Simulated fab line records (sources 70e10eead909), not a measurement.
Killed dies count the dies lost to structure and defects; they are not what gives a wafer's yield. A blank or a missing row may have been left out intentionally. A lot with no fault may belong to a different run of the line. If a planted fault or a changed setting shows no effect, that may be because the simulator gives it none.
fab line records | flow nandHarc
record lots=7 wafers=19 lastDay=34
route steps=1302 shown A_CHANNEL_HOLE_D2@607 A_CHANNEL_FILL_D2@610
lots that met no fault: taken from a fault-free run of the same line
startH: hours from the record's first day to the start of the lot's first wafer shown | waitH: time in hours since the lot's previous step | " identical to the entry in the row above | L1.1+2: a row that stands for several wafers | - value missing, or start not given | * or withheld: withheld | < > ~ a bound
route shown NAME@n: names a module that has steps shown in the file, with the first one's number in the route | usual: the fault-free wafers' mean and standard deviation | same: alike in all rows | chamber/n: place in a boat | sites: the reading at each site | _std_site: their standard deviation | _edge_site: outer sites' mean less inner sites' | radiusMm: how far each site lies from the wafer's centre | mask NAME#n: copy n | behind: the tool/chamber that last shaped the wafer | hold: why the lot was held/for how many hours/how that ended | device: the transistor (n, p or np) that didn't switch | end of line: the route-end tests of the same wafers | where a step has no rows: the recipe by itself | killed: the dies lost at the first sort to structure and to defects; this is not the yield of the wafer | map: dies across one wafer; x = killed, . = not, _ = none there
set.NAME: setting as actually run; set.NAME@STEP: the setting as run at that earlier step | model.NAME: the simulator's own value behind a step, which no gauge read
lots at selected steps of the route; one table per step, one row per wafer
services: a tool's chamber out of use, with start hour (startH, from the record's first day; less than 0 if before it), hours out, and reason
## steps
# step NHARC_A_CHANNEL_HOLE_D2_CD_MEAS_31
# usual cdNm=90.3/1.4
# columns lot.wafer tool chamber startH waitH cdNm
L440.3 cdSem-02 - 311.09 - 91.1
L440.4 " - " " 92.7
L440.6 " - " " 89.9
L444.2 cdSem-02 - 358.39 0.1 91.7
L444.3 " - " " 90.8
L444.4 " - " " 90.4
L451.3 cdSem-01 - 411.97 - 89.5
L451.6 " - " " 90.0
L452.4 cdSem-03 - 433.72 - 88.7
L452.5 " - " " 91.9
L454.1 cdSem-01 - 447.45 - 90.9
L454.3 " - " " 89.2
L454.4 " - " " 90.6
L460.1 cdSem-01 - 506.38 - 89.2
L460.3 " - " " 90.4
L460.4 " - " " 88.5
L462.3 cdSem-01 - 537.50 - 90.0
L462.4 " - " " 90.2
L462.6 " - " " 91.0
# step NHARC_A_CHANNEL_HOLE_D2_XSEM_32
# recipe landingEnergyEv=35000
# step NHARC_A_CHANNEL_HOLE_D2_INSPECT_40
# usual rawDefectCount=300/89
# columns lot.wafer tool chamber startH waitH rawDefectCount
L440.3 defectInspect-01 - 311.27 - 186
L440.4 " - " " 380
L440.6 " - " " 290
L444.2 defectInspect-02 - 358.57 - 438
L444.3 " - " " 567
L444.4 " - " " 407
L451.3 defectInspect-02 - 412.15 - 454
L451.6 " - " " 470
L452.4 defectInspect-01 - 433.90 - 276
L452.5 " - " " 375
L454.1 defectInspect-01 - 447.64 - 214
L454.3 " - " " 209
L454.4 " - " " 220
L460.1 defectInspect-02 - 506.56 - 470
L460.3 " - " " 259
L460.4 " - " " 218
L462.3 defectInspect-02 - 537.68 - 296
L462.4 " - " " 213
L462.6 " - " " 229
# step NHARC_A_CHANNEL_FILL_D2_PRECLEAN_00
# recipe timeS=* tempC=50 bathAgeMin=0 chemistry=SC1
# step NHARC_A_CHANNEL_FILL_D2_SRD_01
# step NHARC_A_CHANNEL_FILL_D2_ALD_02
# recipe targetThkA=60 pulseTimeS=10 aldCycles=60 tempC=300 material=SiO2
# step NHARC_A_CHANNEL_FILL_D2_ALD_03
# recipe targetThkA=60 pulseTimeS=60 aldCycles=58 tempC=630 pressureTorr=2 material=SiNx
# usual precursorPulseHeightRel=0.996/0.019
# columns lot.wafer tool chamber startH waitH precursorPulseHeightRel
L440.3 aldSinBatch-03 0 - - 1.002
L440.4 " 0 " " 0.983
L440.6 " 0 " " 1.032
L444.2 aldSinBatch-02 0 - - 0.982
L444.3 " 0 " " 0.980
L444.4 " 0 " " 0.999
L451.3 aldSinBatch-02 0 - - 1.021
L451.6 " 0 " " 0.970
L452.4 aldSinBatch-01 0 - - 0.990
L452.5 " 0 " " 0.978
L454.1 aldSinBatch-03 0 - - 1.005
L454.3 " 0 " " 1.014
L454.4 " 0 " " 1.010
L460.1 aldSinBatch-02 0 - - 0.990
L460.3 " 0 " " 1.003
L460.4 " 0 " " 0.974
L462.3 aldSinBatch-01 0 - - 0.975
L462.4 " 0 " " 1.014
L462.6 " 0 " " 0.979
# step NHARC_A_CHANNEL_FILL_D2_ALD_14
# recipe targetThkA=25 pulseTimeS=10 aldCycles=25 tempC=300 material=SiO2
# usual heaterPowerOuterW=261/46 heaterPowerW=482/76 precursorPulseHeightRel=0.997/0.02
# columns lot.wafer tool chamber startH waitH heaterPowerOuterW heaterPowerW precursorPulseHeightRel
L440.4 aldHk-01 2 318.49 0.1 324 573 0.953
L440.3 " 3 " " 222 399 1.014
L440.6 " 1 " " 236 441 0.981
L444.4 aldHk-04 1 365.76 0.0 267 518 1.016
L444.2 " 3 " " 229 481 1.011
L444.3 " 0 " " 239 501 0.973
L451.3 aldHk-03 1 419.35 0.1 219 440 0.990
L451.6 " 2 " " 368 669 0.985
L452.4 aldHk-03 2 441.22 0.2 371 651 1.014
L452.5 " 0 " " 216 410 1.028
L454.4 aldHk-01 0 455.97 0.0 252 438 1.042
L454.3 " 2 " " 328 596 0.988
L454.1 " 3 " " 226 404 0.965
L460.1 aldHk-03 1 513.55 0.0 223 434 1.000
L460.3 " 2 " " 376 684 0.998
L460.4 " 0 " " 215 410 1.009
L462.4 aldHk-04 1 546.93 1.6 259 485 0.987
L462.3 " 2 " " 300 474 1.025
L462.6 " 3 " " 222 487 1.010
# step NHARC_A_CHANNEL_FILL_D2_ALD_15
# recipe targetThkA=20 pulseTimeS=60 aldCycles=19 tempC=630 pressureTorr=2 material=SiNx
# usual precursorPulseHeightRel=1.000/0.018
# columns lot.wafer tool chamber startH waitH precursorPulseHeightRel
L440.3 aldSinBatch-01 0 - - 0.970
L440.4 " 0 " " 1.035
L440.6 " 0 " " 0.999
L444.2 aldSinBatch-03 0 - - 0.996
L444.3 " 0 " " 1.020
L444.4 " 0 " " 1.009
L451.3 aldSinBatch-02 0 - - 1.001
L451.6 " 0 " " 0.997
L452.4 aldSinBatch-03 0 - - 0.999
L452.5 " 0 " " 1.026
L454.1 aldSinBatch-03 0 - - 1.008
L454.3 " 0 " " 0.975
L454.4 " 0 " " 0.986
L460.1 aldSinBatch-03 0 - - 1.013
L460.3 " 0 " " 0.987
L460.4 " 0 " " 1.006
L462.3 aldSinBatch-01 0 - - 1.043
L462.4 " 0 " " 0.996
L462.6 " 0 " " 1.005
# step NHARC_A_CHANNEL_FILL_D2_ALD_16
# recipe targetThkA=15 pulseTimeS=10 aldCycles=15 tempC=300 material=SiO2
# usual heaterPowerOuterW=262/48 heaterPowerW=485/79 precursorPulseHeightRel=1.002/0.019
# columns lot.wafer tool chamber startH waitH heaterPowerOuterW heaterPowerW precursorPulseHeightRel
L440.3 aldHk-01 0 323.59 0.0 252 424 0.977
L440.4 " 3 " " 221 394 1.029
L440.6 " 1 " " 237 445 0.964
L444.3 aldHk-01 0 370.93 0.0 254 435 1.005
L444.2 " 2 " " 327 578 1.007
L444.4 " 3 " " 223 400 1.012
L451.3 aldHk-04 1 424.48 0.1 263 507 1.025
L451.6 " 1 " " 264 521 0.984
L452.4 aldHk-03 2 446.64 0.4 370 676 1.013
L452.5 " 2 " " 369 675 0.981
L454.1 aldHk-03 3 461.17 0.1 257 463 1.010
L454.3 " 0 " " 216 416 1.013
L454.4 " 1 " " 219 454 1.016
L460.3 aldHk-03 3 518.74 0.0 262 458 0.981
L460.4 " 1 " " 227 450 0.988
L460.1 " 2 " " 368 684 1.002
L462.4 aldHk-04 2 552.04 0.0 285 479 1.014
L462.3 " 3 " " 226 491 0.992
L462.6 " 3 " " 223 497 0.993
# step NHARC_A_CHANNEL_FILL_D2_ANNEAL_17
# recipe tempC=850 timeS=1800
# step NHARC_A_CHANNEL_FILL_D2_CVD_18
# recipe targetThkA=30 tempC=550 material=poly-Si
# step NHARC_A_CHANNEL_FILL_D2_ETCHBACK_19
# recipe targetDepthA=50 timeS=1.7 hbrFlowSccm=150 cl2FlowSccm=50 rfW=400 icpW=400 biasW=100 chemistry=HBr/Cl2
# usual drypumpMotorCurrentA=5.7/0.48 oesProductAu=1.000/0.011 throttleValvePct=26.406/0.0099
# columns lot.wafer tool chamber startH waitH drypumpMotorCurrentA oesProductAu rfHoursCounterH throttleValvePct
L440.4 rieSi-02 2 335.46 0.4 5.9 0.992 0.4 26.401
L440.3 " 0 " " 5.5 0.999 0.3 26.399
L440.6 " 3 " " 5.1 0.984 - 26.405
L444.3 rieSi-06 1 382.90 0.4 5.1 0.985 0.7 26.407
L444.4 " 2 " " 6.2 1.008 0.7 26.402
L444.2 " 3 " " 6.0 0.996 0.7 26.396
L451.3 rieSi-06 0 436.80 0.4 5.5 0.718 0 26.403
L451.6 " 2 " " 6.2 1.028 - 26.405
L452.4 rieSi-06 2 458.95 0.4 6.2 0.710 0.1 26.390
L452.5 " 3 " " 6.0 1.009 - 26.401
L454.1 rieSi-06 2 472.61 0.4 6.2 1.030 0.2 26.405
L454.4 " 3 " " 6.0 0.728 0.2 26.393
L454.3 " 0 " " 5.5 0.712 0.2 26.394
L460.3 rieSi-01 2 531.13 0.4 6.6 1.003 1.1 26.410
L460.4 " 3 " " 5.4 0.996 1.1 26.391
L460.1 " 1 " " 5.0 0.996 1.0 26.410
L462.4 rieSi-01 0 564.83 0.4 5.8 0.992 0.1 26.408
L462.3 " 2 " " 6.6 0.999 0.0 26.398
L462.6 " 3 " " 5.5 0.999 - 26.410
# step NHARC_A_CHANNEL_FILL_D2_ETCHBACK_20
# recipe targetDepthA=270 timeS=13.5 c4f8FlowSccm=withheld o2FlowSccm=8 arFlowSccm=withheld rfW=600 biasW=1500 chemistry=C4F8/O2/Ar
# usual oesProductAu=0.990/0.024 rfVppV=979/5.5
# columns lot.wafer tool chamber startH waitH oesProductAu rfHoursCounterH rfVppV
L440.3 rieDiel-08 0 335.59 - 1.001 4.0 971
L440.4 " 1 " " 0.992 3.8 982
L440.6 " 3 " " 0.999 - 974
L444.3 rieDiel-08 0 383.02 - 1.006 0.0 971
L444.2 " 1 " " 0.994 0.0 983
L444.4 " 3 " " 1.027 0.0 975
L451.3 rieDiel-04 0 436.89 - 1.000 2.9 980
L451.6 " 0 " " 1.010 - 981
L452.4 rieDiel-04 0 459.08 - 0.998 - 981
L452.5 " 3 " " 0.997 - 978
L454.4 rieDiel-08 1 472.73 - 0.988 2.5 982
L454.1 " 2 " " 1.003 2.5 984
L454.3 " 3 " " 1.016 2.5 975
L460.4 rieDiel-08 1 531.26 - 0.957 3.4 983
L460.3 " 3 " " 0.996 3.4 975
L460.1 " 0 " " 0.986 3.3 971
L462.3 rieDiel-08 1 564.97 - 0.999 0.5 982
L462.6 " 2 " " 1.009 - 985
L462.4 " 0 " " 0.998 - 970
## services
# columns tool chamber startH hours kind
aldHk-01 - 296.99 10.0 pm
rieDiel-08 2 309.89 3.1 repair
rieSi-02 3 350.02 1.6 repair
rieSi-02 2 353.66 7.4 repair
rieDiel-04 - 354.90 9.0 pm
rieDiel-08 2 359.86 12.1 repair
rieDiel-08 - 367.80 9.0 pm
rieSi-01 - 370.00 9.0 pm
aldHk-03 - 392.64 10.0 pm
rieDiel-08 0 415.25 4.6 repair
rieDiel-04 - 423.73 1.5 repair
rieSi-06 - 426.00 9.0 pm
aldHk-04 - 432.72 10.0 pm
rieDiel-04 0 448.32 3.1 repair
rieDiel-04 1 455.32 11.3 repair
aldHk-01 - 471.15 0.5 repair
aldHk-01 - 474.99 10.0 pm
rieSi-01 - 488.25 0.5 repair
aldSinBatch-01 - 506.00 26.0 pm
rieSi-06 2 531.20 4.5 repair
rieDiel-04 - 531.90 9.0 pm
rieDiel-08 - 544.80 9.0 pm
rieSi-01 - 547.00 9.0 pm
rieDiel-08 3 558.32 8.6 repair
## key
firstSign step=NHARC_A_CHANNEL_FILL_D2_ETCHBACK_19 reading=oesProductAu direction=down sigmas=26 usual=1.000 struck=0.717
effect none on later readings
metAt NHARC_A_CHANNEL_FILL_D2_ETCHBACK_19
struckWafers L451.3,L452.4,L454.3,L454.4
laterRowsLeftOut L451.3,L452.4,L454.3,L454.4
sortLeftOut L451.3,L452.4,L454.3,L454.4
testerLeftOut L451,L452,L454
onsetBetween 382.90 436.80
fault kind=processParameterDrift tool=rieSi-06 chamber=- onsetH=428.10 steps=NHARC_A_CHANNEL_FILL_D2_ETCHBACK_19 channel=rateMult offset=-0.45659 shape=step endH=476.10 scope=struckWafersOnly
# testerLeftOut: of these lots the tester's yield and bins aren't shown, on N5 and GAA mostly nor the transistor test; their killed dies are dies lost to structure and defects alone, not to doping, threshold or leakage, so they don't give the yield
# sortLeftOut: the simulated sort isn't trusted on such a fault, so these wafers' sort isn't shown, and their yield isn't known
# laterRowsLeftOut: the simulator's readings of these wafers behind a module that went badly wrong aren't trusted and aren't shown, but for the sort
